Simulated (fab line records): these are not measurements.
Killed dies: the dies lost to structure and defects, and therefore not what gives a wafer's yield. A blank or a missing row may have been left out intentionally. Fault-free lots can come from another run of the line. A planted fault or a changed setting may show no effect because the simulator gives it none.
Which tool was responsible? ; flow n5 finfet ; 24 lots, 72 wafers sampled, at 6 steps of a route of 1938

## WHAT THE GAUGES READ, wafer by wafer
N5_BEOL_M15_OVL_MEAS_11.
lot;measured;on;V14_OVL (nm)
L074;day 11 04:20;overlay-02;2 -6 -2
L075;day 11 20:07;overlay-01;7 2 -4
L076;day 12 03:11;overlay-01;-3 9 2
L077;day 12 11:22;overlay-02;-6 -3 -6
L080;day 12 20:23;overlay-02;3 3 6
L079;day 12 20:54;overlay-02;1 11 6
L078;day 12 23:28;overlay-02;-12 -1 -3
L081;day 13 05:34;overlay-02;3 3 -1
L082;day 13 12:56;overlay-02;-5 -6 1
L085;day 14 02:28;overlay-01;6 14 6
L083;day 14 10:43;overlay-02;-3 -7 -7
L084;day 14 13:43;overlay-02;3 6 -2
L087;day 14 17:49;overlay-01;1 3 0
L086;day 14 22:50;overlay-02;-1 -5 -1
L090;day 15 07:41;overlay-02;-2 -3 4
L088;day 15 16:33;overlay-01;-6 -11 -1
L091;day 15 16:48;overlay-02;5 9 2
L089;day 16 00:20;overlay-02;3 1 1
L092;day 16 06:25;overlay-01;0 -4 7
L093;day 16 09:31;overlay-01;10 8 10
L094;day 16 16:45;overlay-02;4 3 0
L095;day 17 04:51;overlay-01;-5 -13 -1
L096;day 17 10:24;overlay-01;8 5 9
L097;day 17 16:13;overlay-02;-5 -6 -5

N5_BEOL_M15_CD_MEAS_17 targets a cd of 360 nm.
lot;measured;on;cd nm (nm)
L074;day 11 04:54;cd sem-02;363.3 362.4 361.3
L075;day 11 20:40;cd sem-01;361.4 361.2 361.8
L076;day 12 03:45;cd sem-01;361.9 360.7 357.0
L077;day 12 11:56;cd sem-03;361.9 363.5 362.0
L080;day 12 20:57;cd sem-01;357.6 361.0 360.1
L079;day 12 21:28;cd sem-03;363.0 362.0 364.7
L078;day 13 00:01;cd sem-02;361.6 362.4 362.7
L081;day 13 06:20;cd sem-03;361.0 360.6 359.3
L082;day 13 13:43;cd sem-03;360.9 358.6 360.8
L085;day 14 03:01;cd sem-03;358.4 359.5 359.5
L083;day 14 11:44;cd sem-01;361.5 363.7 361.9
L084;day 14 14:16;cd sem-03;361.3 359.9 362.0
L087;day 14 18:22;cd sem-02;360.9 361.2 359.6
L086;day 14 23:24;cd sem-02;360.2 362.5 360.8
L090;day 15 08:14;cd sem-02;358.4 358.7 359.3
L088;day 15 17:07;cd sem-03;361.9 364.6 361.2
L091;day 15 17:31;cd sem-01;361.6 363.6 361.1
L089;day 16 00:53;cd sem-01;362.4 362.3 361.0
L092;day 16 06:58;cd sem-02;361.7 360.6 362.5
L093;day 16 10:16;cd sem-02;359.1 361.4 360.6
L094;day 16 17:34;cd sem-01;363.1 362.3 365.2
L095;day 17 05:24;cd sem-02;358.3 359.1 360.0
L096;day 17 10:57;cd sem-02;362.7 361.9 361.1
L097;day 17 16:48;cd sem-02;360.4 361.3 362.1

N5_BEOL_M15_OVL_MEAS_29.
lot;measured;on;M15_OVL (nm)
L074;day 11 05:48;overlay-02;-10 -9 -1
L075;day 11 21:34;overlay-01;-11 -15 -2
L076;day 12 04:39;overlay-02;-7 2 -9
L077;day 12 12:55;overlay-02;-7 -10 -15
L080;day 12 21:51;overlay-02;2 -6 1
L079;day 12 22:29;overlay-02;-10 -13 -7
L078;day 13 01:00;overlay-02;1 -1 6
L081;day 13 07:22;overlay-02;1 -6 -7
L082;day 13 14:58;overlay-02;-11 -15 -12
L085;day 14 04:08;overlay-01;-5 -3 -7
L083;day 14 12:40;overlay-02;-5 -8 -7
L084;day 14 15:28;overlay-01;-12 -12 -8
L087;day 14 19:17;overlay-02;-10 -8 -15
L086;day 15 00:18;overlay-02;-5 -13 -13
L090;day 15 09:09;overlay-01;0 -5 -5
L088;day 15 18:01;overlay-02;-11 -12 -12
L091;day 15 18:40;overlay-02;-14 -11 -11
L089;day 16 01:48;overlay-02;-5 -2 0
L092;day 16 08:02;overlay-02;-14 -6 -17
L093;day 16 11:10;overlay-01;2 -4 5
L094;day 16 18:36;overlay-02;-9 -10 -6
L095;day 17 06:26;overlay-01;-7 -2 -2
L096;day 17 11:59;overlay-01;-10 -4 -6
L097;day 17 18:04;overlay-02;-1 -5 -1

## TOOL THAT RAN EACH LOT (tool first, then ch and the chambers of the sampled wafers, then the start)
lot;N5_BEOL_M14_ETCH_38;N5_BEOL_M14_SPUTTER_43;N5_BEOL_M14_SPUTTER_44
L074;rie diel-05 ch 1,2,3, day 11 01:49 or earlier;pvd sputter-01, day 11 01:49;pvd sputter-01, day 11 01:53
L075;rie diel-02 ch 0,2,3, day 11 18:17 or earlier;pvd sputter-03, day 11 18:17;pvd sputter-03, day 11 18:22
L076;rie diel-01 ch 0,3, day 12 01:11 or earlier;pvd sputter-01, day 12 01:11;pvd sputter-01, day 12 01:16
L077;rie diel-02 ch 0,2,3, day 12 09:25 or earlier;pvd sputter-01, day 12 09:25;pvd sputter-01, day 12 09:29
L080;rie diel-01 ch 0,2,3, day 12 18:33 or earlier;pvd sputter-01, day 12 18:33;pvd sputter-01, day 12 18:38
L079;rie diel-05 ch 0,2,3, day 12 19:04 or earlier;pvd sputter-03, day 12 19:04;pvd sputter-03, day 12 19:09
L078;rie diel-01 ch 1,2,3, day 12 21:26 or earlier;pvd sputter-01, day 12 21:26;pvd sputter-01, day 12 21:31
L081;rie diel-05 ch 2,3, day 13 02:43 or earlier;pvd sputter-03, day 13 02:43;pvd sputter-03, day 13 02:48
L082;rie diel-02 ch 1,2, day 13 10:44 or earlier;pvd sputter-02, day 13 10:44;pvd sputter-02, day 13 10:49
L085;rie diel-05 ch 0,1,2, day 13 23:36 or earlier;pvd sputter-02, day 13 23:36;pvd sputter-02, day 13 23:41
L083;rie diel-02 ch 0,1, day 14 08:36 or earlier;pvd sputter-01, day 14 08:36;pvd sputter-01, day 14 08:41
L084;rie diel-05 ch 1,2, day 14 11:43 or earlier;pvd sputter-02, day 14 11:43;pvd sputter-02, day 14 11:48
L087;rie diel-01 ch 1,2, day 14 15:47 or earlier;pvd sputter-03, day 14 15:47;pvd sputter-03, day 14 15:52
L086;rie diel-05 ch 0,1,3, day 14 20:55 or earlier;pvd sputter-02, day 14 20:55;pvd sputter-02, day 14 20:59
L090;rie diel-01 ch 0,1,3, day 15 05:44 or earlier;pvd sputter-02, day 15 05:44;pvd sputter-02, day 15 05:49
L088;rie diel-02 ch 0,2,3, day 15 13:52 or earlier;pvd sputter-01, day 15 13:52;pvd sputter-01, day 15 13:57
L091;rie diel-05 ch 1,2,3, day 15 14:02 or earlier;pvd sputter-02, day 15 14:02;pvd sputter-02, day 15 14:07
L089;rie diel-05 ch 0,1,2, day 15 22:03 or earlier;pvd sputter-01, day 15 22:03;pvd sputter-01, day 15 22:08
L092;rie diel-05 ch 0,1,2, day 16 04:34 or earlier;pvd sputter-02, day 16 04:34;pvd sputter-02, day 16 04:39
L093;rie diel-02 ch 0,1,3, day 16 07:41 or earlier;pvd sputter-02, day 16 07:41;pvd sputter-02, day 16 07:46
L094;rie diel-02 ch 1,2,3, day 16 14:49 or earlier;pvd sputter-03, day 16 14:49;pvd sputter-03, day 16 14:53
L095;rie diel-05 ch 0,1,3, day 17 02:50 or earlier;pvd sputter-03, day 17 02:50;pvd sputter-03, day 17 02:55
L096;rie diel-01 ch 0,2,3, day 17 08:26 or earlier;pvd sputter-01, day 17 08:26;pvd sputter-01, day 17 08:31
L097;rie diel-05 ch 0,1,2, day 17 14:14 or earlier;pvd sputter-03, day 17 14:14;pvd sputter-03, day 17 14:19
- N5_BEOL_M14_ETCH_38: etches SiCN in CF4/N2, target depth 106.5 nm, time 120.6 s.
- N5_BEOL_M14_SPUTTER_43: material TaN, target thk 15 nm, time 24.19 s.
- N5_BEOL_M14_SPUTTER_44: material Ta, target thk 15 nm, time 24.19 s.

## AS READ BY THE TOOLS THEMSELVES (means over the sampled wafers that have a number; for cases with no such wafer, the mark the record gives instead)
N5_BEOL_M14_ETCH_38.
lot;tool;bias w (W);drypump motor current A (A);n2 flow sccm (sccm);oes product au (a.u.);rf vpp V (V);showerhead plenum p Torr (Torr);throttle valve pct (%)
L074;rie diel-05;70.04;5.6;59.95;0.77;381.3;2.14;15.53
L075;rie diel-02;70.07;5.9;60.03;0.75;381.2;2.18;15.60
L076;rie diel-01;69.98;5.9;59.99;0.79;381.4;2.16;15.30
L077;rie diel-02;69.86;5.9;60.26;0.74;381.5;2.17;15.62
L080;rie diel-01;69.93;5.7;59.91;0.80;380.5;2.16;15.46
L079;rie diel-05;70.00;5.3;59.82;0.87;380.8;2.15;15.37
L078;rie diel-01;69.78;5.4;59.91;0.84;381.3;2.17;15.47
L081;rie diel-05;69.83;5.4;59.88;0.79;379.8;2.12;15.59
L082;rie diel-02;70.14;6.0;59.93;0.70;381.6;2.19;15.77
L085;rie diel-05;70.05;5.4;60.08;0.83;380.9;2.14;15.28
L083;rie diel-02;69.93;5.8;60.04;0.72;379.9;2.14;15.48
L084;rie diel-05;70.05;5.7;60.03;0.80;380.4;2.13;15.31
L087;rie diel-01;69.88;5.7;59.85;0.89;380.9;2.16;15.31
L086;rie diel-05;70.08;5.6;59.81;0.90;380.2;2.16;15.23
L090;rie diel-01;69.87;5.7;59.98;0.89;381.2;2.16;15.22
L088;rie diel-02;70.10;5.9;59.89;0.71;381.3;2.16;15.68
L091;rie diel-05;70.21;5.6;59.97;0.81;380.1;2.14;15.44
L089;rie diel-05;69.86;5.4;59.95;0.79;380.9;2.13;15.32
L092;rie diel-05;70.03;5.4;60.05;0.79;380.4;2.13;15.32
L093;rie diel-02;70.29;5.9;59.84;0.71;380.7;2.16;15.49
L094;rie diel-02;69.86;6.1;60.02;0.69;381.0;2.19;15.66
L095;rie diel-05;69.85;5.6;59.93;0.86;380.4;2.15;15.26
L096;rie diel-01;69.96;5.7;59.97;0.83;380.7;2.15;15.38
L097;rie diel-05;70.01;5.4;60.03;0.90;381.5;2.21;15.17

N5_BEOL_M14_SPUTTER_43.
lot;tool;substrate temp c (C);throttle valve pct (%)
L074;pvd sputter-01;50.04;30.6
L075;pvd sputter-03;50.06;30.2
L076;pvd sputter-01;50.03;30.7
L077;pvd sputter-01;49.99;30.0
L080;pvd sputter-01;50.04;30.1
L079;pvd sputter-03;49.99;30.1
L078;pvd sputter-01;50.02;30.0
L081;pvd sputter-03;49.94;29.9
L082;pvd sputter-02;50.04;30.6
L085;pvd sputter-02;49.95;30.7
L083;pvd sputter-01;50.10;30.3
L084;pvd sputter-02;50.00;30.8
L087;pvd sputter-03;50.00;30.0
L086;pvd sputter-02;49.88;31.0
L090;pvd sputter-02;49.89;31.0
L088;pvd sputter-01;49.96;30.5
L091;pvd sputter-02;50.08;31.0
L089;pvd sputter-01;50.15;29.9
L092;pvd sputter-02;50.01;30.8
L093;pvd sputter-02;50.13;30.9
L094;pvd sputter-03;49.91;30.0
L095;pvd sputter-03;50.02;29.9
L096;pvd sputter-01;50.04;30.6
L097;pvd sputter-03;49.99;30.1

N5_BEOL_M14_SPUTTER_44.
lot;tool;substrate temp c (C);throttle valve pct (%)
L074;pvd sputter-01;50.01;30.5
L075;pvd sputter-03;49.97;30.2
L076;pvd sputter-01;50.14;30.7
L077;pvd sputter-01;50.08;30.0
L080;pvd sputter-01;49.95;30.3
L079;pvd sputter-03;50.08;30.0
L078;pvd sputter-01;50.08;30.1
L081;pvd sputter-03;49.98;30.0
L082;pvd sputter-02;50.03;30.8
L085;pvd sputter-02;50.09;30.8
L083;pvd sputter-01;50.07;30.0
L084;pvd sputter-02;50.09;30.7
L087;pvd sputter-03;49.99;30.1
L086;pvd sputter-02;50.07;30.9
L090;pvd sputter-02;49.88;31.0
L088;pvd sputter-01;50.02;30.5
L091;pvd sputter-02;49.97;31.0
L089;pvd sputter-01;50.03;30.1
L092;pvd sputter-02;50.03;30.7
L093;pvd sputter-02;50.10;30.7
L094;pvd sputter-03;49.99;30.1
L095;pvd sputter-03;49.83;30.0
L096;pvd sputter-01;50.04;30.4
L097;pvd sputter-03;49.90;30.1

## THE ANSWER, worked out from the rows above alone
Rule: usual is defined by the lots themselves. Put in order of their means at a reading, lots are off if they are a third of the lots or fewer, leave a main group of 4 or more, and stand apart from it by a gap of 3 or more times the standard deviation of the main group's means; of several such gaps the widest counts. Not used: any main group whose means are identical at the precision the tables above print for the reading. Also off: a lot with no number at a reading for which 4 or more lots have one. Any other lot the step has rows for is counted as sound. First the gauges in route order, then the tools' own readings, where a lot's mean is used as printed above. At the first step where some lot is off, the reading lying furthest off is the one used; lots without a number count as furthest.
No lot is off at any reading shown: from this, nothing can be told.

## WHAT THE SIMULATOR HAD INSERTED
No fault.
